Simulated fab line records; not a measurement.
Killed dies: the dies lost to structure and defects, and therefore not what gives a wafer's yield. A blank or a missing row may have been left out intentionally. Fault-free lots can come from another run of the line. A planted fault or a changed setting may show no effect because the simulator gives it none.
Chamber matching ; flow n5_finfet ; pecvd-03 running N5_MIM_TOP_ETCH_PECVD_03: 3 sister chambers
The step deposits SiNx from SiH4/NH3/N2, target thk 20 nm, time 17.6 s. 3 wafers are shown with their chamber, then 7 later ones without.

== WAFERS PAIRED WITH THEIR CHAMBERS ==
wafer;chamber;showerhead_plenum_p_Torr (Torr)
L373.1;1;5.15
L385.2;2;5.09
L385.3;0;5.27

== WAFERS MISSING THEIR CHAMBER ==
wafer;showerhead_plenum_p_Torr (Torr)
L385.6;5.18
L387.3;5.27
L387.4;5.09
L387.6;5.16
L386.1;5.26
L386.3;5.09
L386.5;5.09

== CHAMBER TAKEN BY EACH ==
wafer;from the rows above;in truth
L385.6;1;1
L387.3;0;0
L387.4;2;2
L387.6;1;1
L386.1;0;0
L386.3;2;2
L386.5;2;2
Placed correctly: 7 of 7. Not placeable from these rows: 0. Placed wrongly: 0.
How it was worked out, from the rows above alone: a wafer's distance from a chamber is the root of the sum, over the readings, of the square of ((its reading less the chamber's mean) divided by the reading's scatter). If the next closest chamber is less than 2 further off than the closest, the wafer can't be placed; otherwise it belongs to the closest. The mean given for a chamber averages the wafers shown for that chamber. The scatter: with one shown wafer a chamber, the root of the mean of the squares of how far each hidden wafer lies from its nearest shown one.
